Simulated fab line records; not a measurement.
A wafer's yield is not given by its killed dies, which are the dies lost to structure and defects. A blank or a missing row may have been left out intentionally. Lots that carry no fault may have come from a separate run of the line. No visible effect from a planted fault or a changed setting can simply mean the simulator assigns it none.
fab line records    flow nandHarc
[record] lots = 14  wafers = 42  lastDay = 34
route steps=1302 shown P_ZERO_WELL@14 P_STI@81 P_GATE@131
lots untouched by any fault: they come from a run of this same line in which no faults occurred
startH: the number of hours between the record's first day and the start of the first shown wafer of the lot    waitH: hours since the lot's step before    " as in the row above    L1.1+2: a single row standing in for several wafers    - value missing, or start not given    * or withheld: withheld    < > ~ a bound
route shown NAME@n: a module of which the file shows steps, and the number in the route of the first    usual: mean/standard deviation taken from wafers without a fault    same: alike in all rows    chamber/n: place in a boat    sites: readings site by site    _std_site: the standard deviation of these    _edge_site: mean of outer sites minus mean of inner sites    radiusMm: for every site, how far away it sits from the centre of the wafer    mask NAME#n: copy n    behind: tool/chamber where the wafer was last shaped    hold: cause of the lot's hold/its duration in hours/its outcome    device: which transistor (n, p or np) failed to switch    end of line: the tests these same wafers got at the end of their route    where a step has no rows: the recipe by itself    killed: not the wafer's yield, but the dies lost to structure and defects at the first sort    map: dies across one wafer; x = killed, . = not, _ = none there
set.NAME: the setting as run; set.NAME@STEP: as run at that earlier step    model.NAME: the simulator's own value behind a step, which no gauge read
the route's steps for a sample of lots (tables are steps, rows are wafers)
services: a tool's chamber out of use, with start hour (startH, from the record's first day; less than 0 if before it), hours out, and reason
[[steps]]
[step NHARC_P_ZERO_WELL_CD_MEAS_11]
[recipe] targetCdNm = 500  landingEnergyEv = 500
[usual] cdNm = 500.1/1.4
[same] landingEnergyEv = 500
lot.wafer  tool      chamber  startH  waitH  cdNm
L176.2     cdSem-01  0        21.13   -      502.4
L176.3     "         0        "       "      500.0
L176.6     "         0        "       "      501.1
L177.2     cdSem-01  0        31.12   -      501.5
L177.5     "         0        "       "      498.9
L177.6     "         0        "       "      498.2
L178.1     cdSem-01  0        41.24   -      498.8
L178.3     "         0        "       "      499.8
L178.5     "         0        "       "      500.1
L180.2     cdSem-01  0        61.12   -      500.7
L180.5     "         0        "       "      502.3
L180.6     "         0        "       "      498.4
L182.1     cdSem-02  0        81.24   -      501.1
L182.2     "         0        "       "      502.9
L182.6     "         0        "       "      499.2
L183.2     cdSem-01  0        91.12   -      498.6
L183.3     "         0        "       "      500.9
L183.5     "         0        "       "      500.3
L184.1     cdSem-02  0        101.23  -      499.5
L184.4     "         0        "       "      500.3
L184.5     "         0        "       "      497.6
L185.1     cdSem-03  0        111.11  -      500.3
L185.3     "         0        "       "      500.2
L185.6     "         0        "       "      500.3
L186.3     cdSem-01  0        121.25  -      498.5
L186.5     "         0        "       "      498.0
L186.6     "         0        "       "      502.2
L193.2     cdSem-01  0        191.31  -      500.5
L193.5     "         0        "       "      498.0
L193.6     "         0        "       "      499.0
L194.1     cdSem-02  0        201.25  -      496.9
L194.5     "         0        "       "      500.7
L194.6     "         0        "       "      496.0
L197.1     cdSem-02  0        231.25  -      497.1
L197.2     "         0        "       "      500.2
L197.3     "         0        "       "      498.4
L198.3     cdSem-01  0        241.28  -      500.2
L198.4     "         0        "       "      500.2
L198.5     "         0        "       "      498.7
L199.1     cdSem-03  0        251.19  -      499.8
L199.5     "         0        "       "      499.4
L199.6     "         0        "       "      501.1
[step NHARC_P_ZERO_WELL_DESCUM_39]
[recipe] timeS = 3  o2FlowSccm = 200  arFlowSccm = 0  biasPowerW = 0  chemistry = O2
[usual] drypumpMotorCurrentA = 5.8/0.44  oesProductAu = 1.001/0.009  rfVppV = 57.7/0.86  showerheadPlenumPTorr = 1.89/0.086  throttleValvePct = 11.311/0.0098
[same] timeS = 3
lot.wafer  tool        chamber  startH  waitH  drypumpMotorCurrentA  oesProductAu  rfHoursCounterH  rfVppV  showerheadPlenumPTorr  throttleValvePct
L176.2     rieDiel-09  1        24.28   -      5.3                   1.006         15               57.7    1.89                   11.302
L176.3     "           2        "       "      6.0                   1.002         15               57.1    1.94                   11.316
L176.6     "           0        "       "      6.3                   1.002         -                57.2    1.89                   11.328
L177.2     rieDiel-02  3        34.35   -      5.9                   0.988         50               57.8    1.79                   11.292
L177.6     "           1        "       "      6.0                   1.002         -                56.8    1.90                   11.307
L177.5     "           2        "       "      5.1                   0.991         -                57.2    1.82                   11.303
L178.3     rieDiel-09  3        44.55   -      5.0                   0.991         25               59.5    2.01                   11.327
L178.1     "           2        "       "      6.0                   1.000         22               56.6    1.93                   11.304
L178.5     "           0        "       "      6.3                   1.013         -                56.9    1.89                   11.310
L180.2     rieDiel-05  1        64.44   -      6.1                   0.988         0                57.1    1.84                   11.307
L180.6     "           1        "       "      6.1                   0.983         -                57.2    1.84                   11.319
L180.5     "           2        "       "      6.1                   0.994         -                58.9    2.08                   11.308
L182.2     rieDiel-02  0        84.26   -      6.2                   1.005         12               57.8    1.83                   11.299
L182.1     "           3        "       "      5.9                   0.993         11               57.3    1.79                   11.306
L182.6     "           0        "       "      6.2                   0.996         -                57.9    1.83                   11.310
L183.3     rieDiel-02  2        94.13   -      5.1                   1.007         10               57.7    1.81                   11.323
L183.2     "           0        "       "      6.2                   0.996         14               57.7    1.83                   11.305
L183.5     "           3        "       "      5.9                   0.994         -                55.7    1.79                   11.320
L184.4     rieDiel-02  3        104.30  -      5.9                   0.996         17               56.3    1.78                   11.324
L184.1     "           1        "       "      5.9                   0.987         17               57.5    1.89                   11.307
L184.5     "           2        "       "      5.1                   0.998         -                57.1    1.81                   11.310
L185.3     rieDiel-02  1        114.29  -      5.9                   0.994         21               57.9    1.89                   11.314
L185.1     "           0        "       "      6.2                   1.010         22               56.8    1.83                   11.303
L185.6     "           1        "       "      5.9                   1.000         -                58.7    1.89                   11.310
L186.3     rieDiel-09  0        124.29  -      6.3                   1.013         46               57.7    1.88                   11.300
L186.5     "           3        "       "      5.0                   1.005         -                57.6    2.00                   11.300
L186.6     "           0        "       "      6.3                   1.006         -                57.7    1.88                   11.302
L193.2     rieDiel-02  0        194.56  -      6.2                   1.010         49               57.7    1.82                   11.322
L193.5     "           3        "       "      5.9                   1.013         -                56.8    1.77                   11.312
L193.6     "           0        "       "      6.2                   1.014         -                58.8    1.82                   11.322
L194.1     rieDiel-09  1        204.19  -      5.2                   1.020         15               56.9    1.88                   11.318
L194.6     "           3        "       "      5.0                   0.993         -                58.8    2.00                   11.314
L194.5     "           0        "       "      6.3                   1.019         -                57.2    1.88                   11.322
L197.2     rieDiel-02  2        234.74  -      5.1                   0.993         0                57.6    1.80                   11.311
L197.1     "           0        "       "      6.2                   1.001         1                57.8    1.82                   11.331
L197.3     "           1        "       "      5.9                   1.006         1                57.0    1.88                   11.317
L198.3     rieDiel-09  0        244.41  -      6.3                   1.006         30               56.7    1.87                   11.313
L198.4     "           1        "       "      5.3                   1.009         28               58.8    1.87                   11.297
L198.5     "           0        "       "      6.3                   1.009         -                58.8    1.87                   11.309
L199.1     rieDiel-02  2        254.44  -      5.1                   0.993         7                57.6    1.80                   11.317
L199.5     "           1        "       "      5.9                   1.011         -                57.6    1.87                   11.306
L199.6     "           2        "       "      5.1                   0.996         -                56.9    1.80                   11.319
[step NHARC_P_STI_PEB_07]
[recipe] pebTempC = 128  pebTimeS = 80
[usual] heaterPowerTotalW = 189.9/0.72  plateTempC = 127.97/0.14
lot.wafer  tool           chamber  startH  waitH  heaterPowerTotalW  plateTempC
L176.2     lithoTrack-02  0        44.37   0.1    189.0              127.90
L176.3     "              0        "       "      189.7              127.83
L176.6     "              0        "       "      190.6              128.10
L177.2     lithoTrack-07  0        55.35   0.1    190.5              128.01
L177.5     "              0        "       "      190.5              128.00
L177.6     "              0        "       "      189.6              127.87
L178.1     lithoTrack-07  0        65.84   0.1    188.7              128.19
L178.3     "              0        "       "      188.8              128.06
L178.5     "              0        "       "      190.7              128.06
L180.2     lithoTrack-05  0        83.89   0.1    189.1              127.97
L180.5     "              0        "       "      190.8              127.82
L180.6     "              0        "       "      190.9              127.94
L182.1     lithoTrack-05  0        103.47  0.1    189.5              128.22
L182.2     "              0        "       "      188.9              127.94
L182.6     "              0        "       "      189.7              127.84
L183.2     lithoTrack-02  0        111.71  0.1    189.8              128.07
L183.3     "              0        "       "      188.6              128.24
L183.5     "              0        "       "      189.4              127.88
L184.1     lithoTrack-02  0        125.38  0.1    190.6              128.14
L184.4     "              0        "       "      190.8              127.99
L184.5     "              0        "       "      189.5              127.84
L185.1     lithoTrack-02  0        133.08  0.1    189.7              128.07
L185.3     "              0        "       "      190.8              127.90
L185.6     "              0        "       "      188.8              127.79
L186.3     lithoTrack-07  0        144.76  0.1    189.1              127.78
L186.5     "              0        "       "      189.7              127.97
L186.6     "              0        "       "      189.6              127.91
L193.2     lithoTrack-07  0        212.29  0.1    170.3              117.86
L193.5     "              0        "       "      170.2              117.84
L193.6     "              0        "       "      170.3              117.66
L194.1     lithoTrack-07  0        225.08  0.1    170.0              117.60
L194.5     "              0        "       "      169.6              117.63
L194.6     "              0        "       "      170.1              117.81
L197.1     lithoTrack-02  0        256.12  0.1    190.3              128.06
L197.2     "              0        "       "      189.6              128.24
L197.3     "              0        "       "      190.8              128.09
L198.3     lithoTrack-05  0        263.83  0.1    189.1              127.80
L198.4     "              0        "       "      189.9              127.76
L198.5     "              0        "       "      188.5              127.73
L199.1     lithoTrack-05  0        276.69  0.1    190.2              127.89
L199.5     "              0        "       "      188.7              127.80
L199.6     "              0        "       "      190.5              127.65
[step NHARC_P_STI_CD_MEAS_09]
[recipe] targetCdNm = 200  landingEnergyEv = 500
[usual] cdNm = 199.7/2
[same] landingEnergyEv = 500
lot.wafer  tool      chamber  startH  waitH  cdNm
L176.2     cdSem-03  0        44.45   -      196.0
L176.3     "         0        "       "      199.3
L176.6     "         0        "       "      198.8
L177.2     cdSem-03  0        55.44   -      196.9
L177.5     "         0        "       "      199.6
L177.6     "         0        "       "      199.1
L178.1     cdSem-03  0        65.93   -      201.5
L178.3     "         0        "       "      203.5
L178.5     "         0        "       "      204.0
L180.2     cdSem-03  0        83.98   -      199.5
L180.5     "         0        "       "      202.2
L180.6     "         0        "       "      201.5
L182.1     cdSem-02  0        103.55  -      200.3
L182.2     "         0        "       "      197.8
L182.6     "         0        "       "      197.2
L183.2     cdSem-02  0        111.80  -      197.0
L183.3     "         0        "       "      198.7
L183.5     "         0        "       "      196.3
L184.1     cdSem-01  0        125.46  -      198.4
L184.4     "         0        "       "      200.4
L184.5     "         0        "       "      200.5
L185.1     cdSem-03  0        133.17  -      199.3
L185.3     "         0        "       "      200.1
L185.6     "         0        "       "      199.8
L186.3     cdSem-03  0        144.85  -      202.0
L186.5     "         0        "       "      200.7
L186.6     "         0        "       "      203.1
L193.2     cdSem-01  0        212.38  -      70.8
L193.5     "         0        "       "      70.7
L193.6     "         0        "       "      72.3
L194.1     cdSem-02  0        225.17  -      71.2
L194.5     "         0        "       "      74.1
L194.6     "         0        "       "      70.7
L197.1     cdSem-03  0        256.20  -      196.7
L197.2     "         0        "       "      199.5
L197.3     "         0        "       "      198.1
L198.3     cdSem-02  0        263.92  -      200.7
L198.4     "         0        "       "      196.9
L198.5     "         0        "       "      197.2
L199.1     cdSem-01  0        276.78  -      199.1
L199.5     "         0        "       "      200.4
L199.6     "         0        "       "      198.3
[step NHARC_P_GATE_HM_DEP_102]
[recipe] targetThkA = 1200  tempC = 400  material = aC
[usual] throttleValvePct = 35.000/0.01
lot.wafer  tool       chamber  startH  waitH  throttleValvePct
L176.2     aclDep-01  0        99.88   1.8    34.976
L176.3     "          0        "       "      35.002
L176.6     "          0        "       "      34.994
L177.2     aclDep-02  0        102.51  0.5    34.992
L177.5     "          0        "       "      35.006
L177.6     "          0        "       "      34.995
L178.1     aclDep-01  0        120.48  2.3    35.009
L178.3     "          0        "       "      35.004
L178.5     "          0        "       "      35.008
L180.2     aclDep-01  0        131.83  0.5    34.979
L180.5     "          0        "       "      34.998
L180.6     "          0        "       "      35.017
L182.1     aclDep-01  0        155.05  0.4    35.014
L182.2     "          0        "       "      35.023
L182.6     "          0        "       "      35.014
L183.2     aclDep-03  0        161.57  2.2    35.012
L183.3     "          0        "       "      34.982
L183.5     "          0        "       "      35.009
L184.1     aclDep-02  0        173.38  0.5    34.991
L184.4     "          0        "       "      34.998
L184.5     "          0        "       "      35.011
L185.1     aclDep-02  0        180.22  0.4    35.023
L185.3     "          0        "       "      34.989
L185.6     "          0        "       "      34.991
L186.3     aclDep-02  0        192.29  0.6    34.998
L186.5     "          0        "       "      35.006
L186.6     "          0        "       "      34.985
L197.1     aclDep-03  0        316.06  7.5    35.007
L197.2     "          0        "       "      34.997
L197.3     "          0        "       "      35.007
L198.3     aclDep-01  0        317.75  2.5    34.990
L198.4     "          0        "       "      34.996
L198.5     "          0        "       "      34.998
L199.1     aclDep-02  0        336.20  3.0    34.988
L199.5     "          0        "       "      34.995
L199.6     "          0        "       "      35.009
[[services]]
tool           chamber  startH  hours  kind
aclDep-01      -        8.77    13.0   pm
aclDep-01      -        26.26   19.0   repair
rieDiel-09     1        40.98   2.6    repair
rieDiel-02     -        46.07   9.0    pm
lithoTrack-02  -        52.00   7.0    pm
aclDep-02      -        66.57   13.0   pm
lithoTrack-07  -        76.00   7.0    pm
rieDiel-02     3        85.52   4.8    repair
rieDiel-02     -        100.00  0.5    repair
rieDiel-02     2        109.23  9.1    repair
rieDiel-02     1        116.10  7.6    repair
lithoTrack-05  -        124.00  7.0    pm
rieDiel-02     1        128.59  4.1    repair
rieDiel-09     -        143.82  9.0    pm
aclDep-01      -        189.77  13.0   pm
rieDiel-09     -        214.17  0.1    repair
rieDiel-02     -        223.29  9.0    pm
lithoTrack-02  -        227.00  7.0    pm
aclDep-02      -        248.78  13.0   pm
lithoTrack-07  -        251.00  7.0    pm
rieDiel-09     1        270.56  8.9    repair
lithoTrack-05  -        299.00  7.0    pm
rieDiel-09     -        320.82  9.0    pm
aclDep-02      -        329.59  1.0    repair
[[key]]
[firstSign] step = NHARC_P_STI_PEB_07  reading = plateTempC  direction = down  sigmas = 75  usual = *  struck = *
[effect] step = NHARC_P_STI_PEB_07  reading = heaterPowerTotalW  direction = down  sigmas = 27  usual = *  struck = *
[effect] step = NHARC_P_STI_CD_MEAS_09  reading = cdNm  direction = down  sigmas = 63  usual = 199.7  struck = 71.6
metAt NHARC_P_STI_PEB_07
struckLots L193,L194
laterRowsLeftOut L193.2,L193.5,L193.6,L194.1,L194.5,L194.6
sortLeftOut L193.2,L193.5,L193.6,L194.1,L194.5,L194.6
testerLeftOut L193,L194
notActingAt NHARC_P_ZERO_WELL_CD_MEAS_11,NHARC_P_ZERO_WELL_DESCUM_39,NHARC_P_GATE_HM_DEP_102
onsetBetween 144.76 212.29
[fault] kind = processParameterDrift  tool = lithoTrack-07  chamber = -  onsetH = 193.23  steps = NHARC_P_STI_PEB_07  channel = pebTempC  offset = *  shape = step  endH = 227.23  actsIn = *  stated = *
// testerLeftOut: of these lots the tester's yield and bins aren't shown, on N5 and GAA mostly nor the transistor test; their killed dies are dies lost to structure and defects alone, not to doping, threshold or leakage, so they don't give the yield
// sortLeftOut: the simulated sort isn't trusted on such a fault, so these wafers' sort isn't shown, and their yield isn't known
// laterRowsLeftOut: the simulator's readings of these wafers behind a module that went badly wrong aren't trusted and aren't shown, but for the sort
